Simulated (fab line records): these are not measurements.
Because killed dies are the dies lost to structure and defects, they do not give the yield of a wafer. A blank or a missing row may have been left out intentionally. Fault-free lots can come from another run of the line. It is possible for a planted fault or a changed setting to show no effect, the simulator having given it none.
fab line records || flow n5Finfet
record: {"lots": 6, "wafers": 18, "lastDay": 17}
route steps=1938 shown BEOL_M13@1675
lots that met no fault: taken from a fault-free run of the same line
startH: start of the lot's first displayed wafer, in hours after the record's first day || waitH: time in hours since the lot's previous step || " the same as in the row above || L1.1+2: several wafers, shown together as one row || - no value, or no start given || * or withheld: withheld || < > ~ a bound
route shown NAME@n: names a module that has steps shown in the file, with the first one's number in the route || usual: mean and standard deviation over wafers with no fault || same: alike in all rows || chamber/n: place in a boat || sites: the reading at each site || _std_site: how widely they spread, as a standard deviation || _edge_site: outer sites' mean less inner sites' || radiusMm: how far each site lies from the wafer's centre || mask NAME#n: copy n || behind: the tool/chamber that last shaped the wafer || hold: reason for holding the lot/hours on hold/outcome of the hold || device: names the non-switching transistor (n, p or np) || end of line: the route-end tests of the same wafers || where a step has no rows: the recipe by itself || killed: dies that structure and defects cost at the first sort, which is not the same as the wafer's yield || map: per-die view of a wafer (x killed, . not killed, _ where there is no die)
set.NAME: the setting the step ran with; set.NAME@STEP: the setting that earlier step ran with || model.NAME: the simulator's own value behind a step, which no gauge read
lots at selected steps of the route; one table per step, one row per wafer
services: a tool's chamber out of use, with start hour (startH, from the record's first day; less than 0 if before it), hours out, and reason
== steps ==
step: N5_BEOL_M13_STRIP_63
recipe: {"chemistry": "N2/H2", "powerW": 1000, "tempC": 250, "h2Frac": 0.65, "overashFraction": 0.3, "pressureMtorr": 1000, "n2FlowSccm": 1750, "h2FlowSccm": 3250}
usual: {"drypumpMotorCurrentA": "5.84/0.06", "heaterPowerW": "316/31", "oesProductAu": "0.673/0.0046", "stripTimeToEndpointS": "27.6/1.3"}
{"lot.wafer": "L661.2", "tool": "plasmaAsher-01", "chamber": 0, "startH": 302.68, "waitH": "-", "drypumpMotorCurrentA": 5.90, "heaterPowerW": 306, "oesProductAu": 0.668, "rfHoursCounterH": 82, "stripTimeToEndpointS": 26.7}
{"lot.wafer": "L661.4", "tool": "plasmaAsher-01", "chamber": 0, "startH": 302.68, "waitH": "-", "drypumpMotorCurrentA": 5.93, "heaterPowerW": 298, "oesProductAu": 0.672, "rfHoursCounterH": "-", "stripTimeToEndpointS": 24.5}
{"lot.wafer": "L661.6", "tool": "plasmaAsher-01", "chamber": 1, "startH": 302.68, "waitH": "-", "drypumpMotorCurrentA": 5.85, "heaterPowerW": 356, "oesProductAu": 0.668, "rfHoursCounterH": "-", "stripTimeToEndpointS": 25.0}
{"lot.wafer": "L657.1", "tool": "plasmaAsher-01", "chamber": 1, "startH": 303.36, "waitH": "-", "drypumpMotorCurrentA": 5.82, "heaterPowerW": 361, "oesProductAu": 0.673, "rfHoursCounterH": 82, "stripTimeToEndpointS": 28.7}
{"lot.wafer": "L657.5", "tool": "plasmaAsher-01", "chamber": 1, "startH": 303.36, "waitH": "-", "drypumpMotorCurrentA": 5.83, "heaterPowerW": 367, "oesProductAu": 0.673, "rfHoursCounterH": "-", "stripTimeToEndpointS": 26.9}
{"lot.wafer": "L657.6", "tool": "plasmaAsher-01", "chamber": 0, "startH": 303.36, "waitH": "-", "drypumpMotorCurrentA": 5.89, "heaterPowerW": 308, "oesProductAu": 0.675, "rfHoursCounterH": "-", "stripTimeToEndpointS": 28.4}
{"lot.wafer": "L658.2", "tool": "plasmaAsher-01", "chamber": 0, "startH": 319.36, "waitH": "-", "drypumpMotorCurrentA": 5.94, "heaterPowerW": 304, "oesProductAu": 0.670, "rfHoursCounterH": 85, "stripTimeToEndpointS": 28.0}
{"lot.wafer": "L658.3", "tool": "plasmaAsher-01", "chamber": 0, "startH": 319.36, "waitH": "-", "drypumpMotorCurrentA": 5.95, "heaterPowerW": 305, "oesProductAu": 0.674, "rfHoursCounterH": "-", "stripTimeToEndpointS": 27.4}
{"lot.wafer": "L658.6", "tool": "plasmaAsher-01", "chamber": 1, "startH": 319.36, "waitH": "-", "drypumpMotorCurrentA": 5.89, "heaterPowerW": 355, "oesProductAu": 0.680, "rfHoursCounterH": "-", "stripTimeToEndpointS": 28.0}
{"lot.wafer": "L664.1", "tool": "plasmaAsher-02", "chamber": 0, "startH": 320.00, "waitH": "-", "drypumpMotorCurrentA": 5.72, "heaterPowerW": 317, "oesProductAu": 0.670, "rfHoursCounterH": 136, "stripTimeToEndpointS": 27.7}
{"lot.wafer": "L664.4", "tool": "plasmaAsher-02", "chamber": 0, "startH": 320.00, "waitH": "-", "drypumpMotorCurrentA": 5.78, "heaterPowerW": 333, "oesProductAu": 0.669, "rfHoursCounterH": "-", "stripTimeToEndpointS": 27.4}
{"lot.wafer": "L664.6", "tool": "plasmaAsher-02", "chamber": 0, "startH": 320.00, "waitH": "-", "drypumpMotorCurrentA": 5.78, "heaterPowerW": 337, "oesProductAu": 0.670, "rfHoursCounterH": "-", "stripTimeToEndpointS": 26.7}
{"lot.wafer": "L666.3", "tool": "plasmaAsher-02", "chamber": 0, "startH": 328.73, "waitH": "-", "drypumpMotorCurrentA": 5.80, "heaterPowerW": 325, "oesProductAu": 0.681, "rfHoursCounterH": "-", "stripTimeToEndpointS": 27.7}
{"lot.wafer": "L666.4", "tool": "plasmaAsher-02", "chamber": 1, "startH": 328.73, "waitH": "-", "drypumpMotorCurrentA": 5.78, "heaterPowerW": 267, "oesProductAu": 0.685, "rfHoursCounterH": "-", "stripTimeToEndpointS": 27.5}
{"lot.wafer": "L666.5", "tool": "plasmaAsher-02", "chamber": 1, "startH": 328.73, "waitH": "-", "drypumpMotorCurrentA": 5.79, "heaterPowerW": 274, "oesProductAu": 0.672, "rfHoursCounterH": "-", "stripTimeToEndpointS": 27.4}
{"lot.wafer": "L674.1", "tool": "plasmaAsher-02", "chamber": 0, "startH": 380.99, "waitH": "-", "drypumpMotorCurrentA": 5.77, "heaterPowerW": 325, "oesProductAu": 0.674, "rfHoursCounterH": 147, "stripTimeToEndpointS": 30.0}
{"lot.wafer": "L674.2", "tool": "plasmaAsher-02", "chamber": 1, "startH": 380.99, "waitH": "-", "drypumpMotorCurrentA": 5.80, "heaterPowerW": 267, "oesProductAu": 0.671, "rfHoursCounterH": 147, "stripTimeToEndpointS": 29.6}
{"lot.wafer": "L674.6", "tool": "plasmaAsher-02", "chamber": 0, "startH": 380.99, "waitH": "-", "drypumpMotorCurrentA": 5.78, "heaterPowerW": 319, "oesProductAu": 0.670, "rfHoursCounterH": "-", "stripTimeToEndpointS": 28.4}
step: N5_BEOL_M13_STRIP_64
recipe: {"chemistry": "N2/H2", "powerW": 1000, "tempC": 250, "h2Frac": 0.65, "overashFraction": 0.3, "pressureMtorr": "withheld", "n2FlowSccm": 1750, "h2FlowSccm": 3250}
usual: {"drypumpMotorCurrentA": "5.84/0.062", "heaterPowerW": "316/32", "oesProductAu": "0.715/0.0046", "stripTimeToEndpointS": "31.28/0.09"}
{"lot.wafer": "L661.2", "tool": "plasmaAsher-01", "chamber": 0, "startH": 302.74, "waitH": 0.0, "drypumpMotorCurrentA": 5.90, "heaterPowerW": 313, "oesProductAu": 0.712, "rfHoursCounterH": 82, "stripTimeToEndpointS": 31.34}
{"lot.wafer": "L661.4", "tool": "plasmaAsher-01", "chamber": 0, "startH": 302.74, "waitH": 0.0, "drypumpMotorCurrentA": 5.92, "heaterPowerW": 313, "oesProductAu": 0.717, "rfHoursCounterH": "-", "stripTimeToEndpointS": 31.30}
{"lot.wafer": "L661.6", "tool": "plasmaAsher-01", "chamber": 1, "startH": 302.74, "waitH": 0.0, "drypumpMotorCurrentA": 5.91, "heaterPowerW": 363, "oesProductAu": 0.718, "rfHoursCounterH": "-", "stripTimeToEndpointS": 31.33}
{"lot.wafer": "L657.1", "tool": "plasmaAsher-01", "chamber": 1, "startH": 303.42, "waitH": 0.0, "drypumpMotorCurrentA": 5.86, "heaterPowerW": 356, "oesProductAu": 0.715, "rfHoursCounterH": 83, "stripTimeToEndpointS": 31.18}
{"lot.wafer": "L657.5", "tool": "plasmaAsher-01", "chamber": 1, "startH": 303.42, "waitH": 0.0, "drypumpMotorCurrentA": 5.86, "heaterPowerW": 360, "oesProductAu": 0.715, "rfHoursCounterH": "-", "stripTimeToEndpointS": 31.13}
{"lot.wafer": "L657.6", "tool": "plasmaAsher-01", "chamber": 0, "startH": 303.42, "waitH": 0.0, "drypumpMotorCurrentA": 5.96, "heaterPowerW": 313, "oesProductAu": 0.712, "rfHoursCounterH": "-", "stripTimeToEndpointS": 31.15}
{"lot.wafer": "L658.2", "tool": "plasmaAsher-01", "chamber": 0, "startH": 319.42, "waitH": 0.0, "drypumpMotorCurrentA": 5.91, "heaterPowerW": 307, "oesProductAu": 0.716, "rfHoursCounterH": 85, "stripTimeToEndpointS": 31.44}
{"lot.wafer": "L658.3", "tool": "plasmaAsher-01", "chamber": 0, "startH": 319.42, "waitH": 0.0, "drypumpMotorCurrentA": 5.89, "heaterPowerW": 312, "oesProductAu": 0.718, "rfHoursCounterH": "-", "stripTimeToEndpointS": 31.37}
{"lot.wafer": "L658.6", "tool": "plasmaAsher-01", "chamber": 1, "startH": 319.42, "waitH": 0.0, "drypumpMotorCurrentA": 5.84, "heaterPowerW": 350, "oesProductAu": 0.718, "rfHoursCounterH": "-", "stripTimeToEndpointS": 31.34}
{"lot.wafer": "L664.1", "tool": "plasmaAsher-02", "chamber": 0, "startH": 320.06, "waitH": 0.0, "drypumpMotorCurrentA": 5.80, "heaterPowerW": 328, "oesProductAu": 0.717, "rfHoursCounterH": 136, "stripTimeToEndpointS": 31.29}
{"lot.wafer": "L664.4", "tool": "plasmaAsher-02", "chamber": 0, "startH": 320.06, "waitH": 0.0, "drypumpMotorCurrentA": 5.78, "heaterPowerW": 324, "oesProductAu": 0.711, "rfHoursCounterH": "-", "stripTimeToEndpointS": 31.32}
{"lot.wafer": "L664.6", "tool": "plasmaAsher-02", "chamber": 0, "startH": 320.06, "waitH": 0.0, "drypumpMotorCurrentA": 5.77, "heaterPowerW": 328, "oesProductAu": 0.717, "rfHoursCounterH": "-", "stripTimeToEndpointS": 31.33}
{"lot.wafer": "L666.3", "tool": "plasmaAsher-02", "chamber": 0, "startH": 328.79, "waitH": 0.0, "drypumpMotorCurrentA": 5.76, "heaterPowerW": 329, "oesProductAu": 0.724, "rfHoursCounterH": "-", "stripTimeToEndpointS": 31.24}
{"lot.wafer": "L666.4", "tool": "plasmaAsher-02", "chamber": 1, "startH": 328.79, "waitH": 0.0, "drypumpMotorCurrentA": 5.81, "heaterPowerW": 270, "oesProductAu": 0.707, "rfHoursCounterH": "-", "stripTimeToEndpointS": 31.19}
{"lot.wafer": "L666.5", "tool": "plasmaAsher-02", "chamber": 1, "startH": 328.79, "waitH": 0.0, "drypumpMotorCurrentA": 5.78, "heaterPowerW": 260, "oesProductAu": 0.712, "rfHoursCounterH": "-", "stripTimeToEndpointS": 31.26}
{"lot.wafer": "L674.1", "tool": "plasmaAsher-02", "chamber": 0, "startH": 381.05, "waitH": 0.0, "drypumpMotorCurrentA": 5.75, "heaterPowerW": 329, "oesProductAu": 0.713, "rfHoursCounterH": 147, "stripTimeToEndpointS": 31.31}
{"lot.wafer": "L674.2", "tool": "plasmaAsher-02", "chamber": 1, "startH": 381.05, "waitH": 0.0, "drypumpMotorCurrentA": 5.80, "heaterPowerW": 272, "oesProductAu": 0.719, "rfHoursCounterH": 147, "stripTimeToEndpointS": 31.22}
{"lot.wafer": "L674.6", "tool": "plasmaAsher-02", "chamber": 0, "startH": 381.05, "waitH": 0.0, "drypumpMotorCurrentA": 5.82, "heaterPowerW": 330, "oesProductAu": 0.714, "rfHoursCounterH": "-", "stripTimeToEndpointS": 31.21}
step: N5_BEOL_M13_STRIP_71
recipe: {"chemistry": "postEtchResidueRemover", "timeS": 60, "tempC": 25, "removerPh": "withheld", "removerWaterWtPct": "withheld", "removerFluorideWtPct": "withheld"}
step: N5_BEOL_M13_SRD_72
recipe: {"timeS": 30, "tempC": 23, "rinseLiquid": "diw", "dry": "n2Spin", "spinRpm": 1500, "dryTimeS": 30}
step: N5_BEOL_M13_CD_MEAS_17
recipe: {"targetCdNm": 190, "polarity": "opening"}
usual: {"cdNm": "190.0/1.6"}
{"lot.wafer": "L661.2", "tool": "cdSem-02", "chamber": "-", "startH": 302.89, "waitH": 0.0, "cdNm": 190.1}
{"lot.wafer": "L661.4", "tool": "cdSem-02", "chamber": "-", "startH": 302.89, "waitH": 0.0, "cdNm": 189.6}
{"lot.wafer": "L661.6", "tool": "cdSem-02", "chamber": "-", "startH": 302.89, "waitH": 0.0, "cdNm": 188.2}
{"lot.wafer": "L657.1", "tool": "cdSem-02", "chamber": "-", "startH": 303.56, "waitH": 0.0, "cdNm": 192.4}
{"lot.wafer": "L657.5", "tool": "cdSem-02", "chamber": "-", "startH": 303.56, "waitH": 0.0, "cdNm": 192.0}
{"lot.wafer": "L657.6", "tool": "cdSem-02", "chamber": "-", "startH": 303.56, "waitH": 0.0, "cdNm": 192.2}
{"lot.wafer": "L658.2", "tool": "cdSem-03", "chamber": "-", "startH": 319.57, "waitH": 0.0, "cdNm": 191.4}
{"lot.wafer": "L658.3", "tool": "cdSem-03", "chamber": "-", "startH": 319.57, "waitH": 0.0, "cdNm": 188.2}
{"lot.wafer": "L658.6", "tool": "cdSem-03", "chamber": "-", "startH": 319.57, "waitH": 0.0, "cdNm": 188.7}
{"lot.wafer": "L664.1", "tool": "cdSem-03", "chamber": "-", "startH": 320.21, "waitH": 0.0, "cdNm": 189.7}
{"lot.wafer": "L664.4", "tool": "cdSem-03", "chamber": "-", "startH": 320.21, "waitH": 0.0, "cdNm": 188.8}
{"lot.wafer": "L664.6", "tool": "cdSem-03", "chamber": "-", "startH": 320.21, "waitH": 0.0, "cdNm": 187.4}
{"lot.wafer": "L666.3", "tool": "cdSem-01", "chamber": "-", "startH": 328.92, "waitH": 0.0, "cdNm": 187.5}
{"lot.wafer": "L666.4", "tool": "cdSem-01", "chamber": "-", "startH": 328.92, "waitH": 0.0, "cdNm": 188.8}
{"lot.wafer": "L666.5", "tool": "cdSem-01", "chamber": "-", "startH": 328.92, "waitH": 0.0, "cdNm": 190.2}
{"lot.wafer": "L674.1", "tool": "cdSem-03", "chamber": "-", "startH": 381.20, "waitH": 0.0, "cdNm": 189.5}
{"lot.wafer": "L674.2", "tool": "cdSem-03", "chamber": "-", "startH": 381.20, "waitH": 0.0, "cdNm": 189.7}
{"lot.wafer": "L674.6", "tool": "cdSem-03", "chamber": "-", "startH": 381.20, "waitH": 0.0, "cdNm": 189.4}
step: N5_BEOL_M13_COAT_65
recipe: {"resist": "SOC", "tempC": 250, "timeS": 60, "spinRpm": 1500, "resistThkNm": 350}
step: N5_BEOL_M13_COAT_66
recipe: {"resist": "SiARC", "tempC": 220, "timeS": 60, "spinRpm": 1500, "resistThkNm": 110}
step: N5_BEOL_M13_COAT_22
recipe: {"spinRpm": 2888, "resistThkNm": 300}
step: N5_BEOL_M13_EBR_24
recipe: {"solvent": "PGMEA", "ebrWidthMm": 1.5}
step: N5_BEOL_M13_SOFTBAKE_23
recipe: {"tempC": 130, "timeS": 60}
step: N5_BEOL_M13_EXPOSE_25
recipe: {"maskId": "M13", "na": 0.93, "sourceShape": "conventional", "sigmaOuter": 0.4, "polarization": "unpolarized", "targetCdNm": 210, "doseMj": 22}
step: N5_BEOL_M13_PEB_26
recipe: {"pebTempC": 130, "pebTimeS": 90}
step: N5_BEOL_M13_DEVELOP_27
recipe: {"developTimeS": 45, "rinseLiquid": "diw", "dry": "airSpin", "devTempC": 21}
usual: {"chillPlateTempC": "23.01/0.1", "developTimeS": "45/0", "developerTempC": "21.00/0.11", "resistLineTempC": "22.99/0.1"}
{"lot.wafer": "L661.2", "tool": "lithoTrack-04", "chamber": 0, "startH": 303.23, "waitH": "-", "chillPlateTempC": 22.95, "developTimeS": 45, "developerTempC": 20.94, "resistLineTempC": 23.05, "model.coat_of_BEOL_M13_COAT_22.thkNm": 285.8}
{"lot.wafer": "L661.4", "tool": "lithoTrack-04", "chamber": 0, "startH": 303.23, "waitH": "-", "chillPlateTempC": 23.01, "developTimeS": 45, "developerTempC": 20.98, "resistLineTempC": 23.07, "model.coat_of_BEOL_M13_COAT_22.thkNm": 286.2}
{"lot.wafer": "L661.6", "tool": "lithoTrack-04", "chamber": 0, "startH": 303.23, "waitH": "-", "chillPlateTempC": 23.07, "developTimeS": 45, "developerTempC": 21.05, "resistLineTempC": 23.07, "model.coat_of_BEOL_M13_COAT_22.thkNm": 287.2}
{"lot.wafer": "L657.1", "tool": "lithoTrack-04", "chamber": 0, "startH": 303.79, "waitH": "-", "chillPlateTempC": 22.97, "developTimeS": 45, "developerTempC": 20.92, "resistLineTempC": 22.97, "model.coat_of_BEOL_M13_COAT_22.thkNm": 288.6}
{"lot.wafer": "L657.5", "tool": "lithoTrack-04", "chamber": 0, "startH": 303.79, "waitH": "-", "chillPlateTempC": 23.02, "developTimeS": 45, "developerTempC": 21.10, "resistLineTempC": 22.98, "model.coat_of_BEOL_M13_COAT_22.thkNm": 288.8}
{"lot.wafer": "L657.6", "tool": "lithoTrack-04", "chamber": 0, "startH": 303.79, "waitH": "-", "chillPlateTempC": 23.06, "developTimeS": 45, "developerTempC": 21.01, "resistLineTempC": 22.93, "model.coat_of_BEOL_M13_COAT_22.thkNm": 289.2}
{"lot.wafer": "L658.2", "tool": "lithoTrack-04", "chamber": 0, "startH": 319.79, "waitH": "-", "chillPlateTempC": 22.98, "developTimeS": 45, "developerTempC": 21.08, "resistLineTempC": 22.78, "model.coat_of_BEOL_M13_COAT_22.thkNm": 285.4}
{"lot.wafer": "L658.3", "tool": "lithoTrack-04", "chamber": 0, "startH": 319.79, "waitH": "-", "chillPlateTempC": 23.06, "developTimeS": 45, "developerTempC": 21.09, "resistLineTempC": 22.90, "model.coat_of_BEOL_M13_COAT_22.thkNm": 285.8}
{"lot.wafer": "L658.6", "tool": "lithoTrack-04", "chamber": 0, "startH": 319.79, "waitH": "-", "chillPlateTempC": 22.99, "developTimeS": 45, "developerTempC": 21.01, "resistLineTempC": 22.89, "model.coat_of_BEOL_M13_COAT_22.thkNm": 285.4}
{"lot.wafer": "L664.1", "tool": "lithoTrack-04", "chamber": "-", "startH": 320.56, "waitH": "-", "chillPlateTempC": "-", "developTimeS": "-", "developerTempC": "-", "resistLineTempC": "-", "model.coat_of_BEOL_M13_COAT_22.thkNm": 300}
{"lot.wafer": "L664.4", "tool": "lithoTrack-04", "chamber": "-", "startH": 320.56, "waitH": "-", "chillPlateTempC": "-", "developTimeS": "-", "developerTempC": "-", "resistLineTempC": "-", "model.coat_of_BEOL_M13_COAT_22.thkNm": 299.8}
{"lot.wafer": "L664.6", "tool": "lithoTrack-04", "chamber": "-", "startH": 320.56, "waitH": "-", "chillPlateTempC": "-", "developTimeS": "-", "developerTempC": "-", "resistLineTempC": "-", "model.coat_of_BEOL_M13_COAT_22.thkNm": 299.8}
{"lot.wafer": "L666.3", "tool": "lithoTrack-03", "chamber": "-", "startH": 329.26, "waitH": "-", "chillPlateTempC": "-", "developTimeS": "-", "developerTempC": "-", "resistLineTempC": "-", "model.coat_of_BEOL_M13_COAT_22.thkNm": 300.4}
{"lot.wafer": "L666.4", "tool": "lithoTrack-03", "chamber": "-", "startH": 329.26, "waitH": "-", "chillPlateTempC": "-", "developTimeS": "-", "developerTempC": "-", "resistLineTempC": "-", "model.coat_of_BEOL_M13_COAT_22.thkNm": 300}
{"lot.wafer": "L666.5", "tool": "lithoTrack-03", "chamber": "-", "startH": 329.26, "waitH": "-", "chillPlateTempC": "-", "developTimeS": "-", "developerTempC": "-", "resistLineTempC": "-", "model.coat_of_BEOL_M13_COAT_22.thkNm": 300.6}
{"lot.wafer": "L674.1", "tool": "lithoTrack-03", "chamber": 0, "startH": 381.41, "waitH": "-", "chillPlateTempC": 23.03, "developTimeS": 45, "developerTempC": 20.99, "resistLineTempC": 23.01, "model.coat_of_BEOL_M13_COAT_22.thkNm": 286}
{"lot.wafer": "L674.2", "tool": "lithoTrack-03", "chamber": 0, "startH": 381.41, "waitH": "-", "chillPlateTempC": 23.09, "developTimeS": 45, "developerTempC": 21.05, "resistLineTempC": 23.16, "model.coat_of_BEOL_M13_COAT_22.thkNm": 286.4}
{"lot.wafer": "L674.6", "tool": "lithoTrack-03", "chamber": 0, "startH": 381.41, "waitH": "-", "chillPlateTempC": 23.08, "developTimeS": 45, "developerTempC": 20.80, "resistLineTempC": 23.24, "model.coat_of_BEOL_M13_COAT_22.thkNm": 286}
step: N5_BEOL_M13_HARDBAKE_32
recipe: {"tempC": 130, "timeS": 120}
== services ==
{"tool": "plasmaAsher-01", "chamber": "-", "startH": 341.28, "hours": 3.9, "kind": "repair"}
== key ==
firstSign: {"step": "N5_BEOL_M13_DEVELOP_27", "reading": "toolRecord", "direction": "missing"}
effect none on later readings
modelEffect: {"step": "N5_BEOL_M13_DEVELOP_27", "value": "coat_of_BEOL_M13_COAT_22.thkNm", "without": 286.9, "struck": 300.1}
metAt N5_BEOL_M13_DEVELOP_27
struckWafers L664.1,L664.4,L664.6,L666.3,L666.4,L666.5
laterRowsLeftOut L664.1,L664.4,L664.6,L666.3,L666.4,L666.5
sortLeftOut L664.1,L664.4,L664.6,L666.3,L666.4,L666.5
onsetBetween 303.79 320.56
fault: {"kind": "skippedStepWhole", "tool": "lithoTrack-03,lithoTrack-04", "chamber": "-", "onsetH": 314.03, "steps": "N5_BEOL_M13_DEVELOP_27", "scope": "struckLotsOnly"}
sortLeftOut: the simulated sort isn't trusted on such a fault, so these wafers' sort isn't shown, and their yield isn't known
laterRowsLeftOut: the simulator's readings of these wafers behind a module that went badly wrong aren't trusted and aren't shown, but for the sort
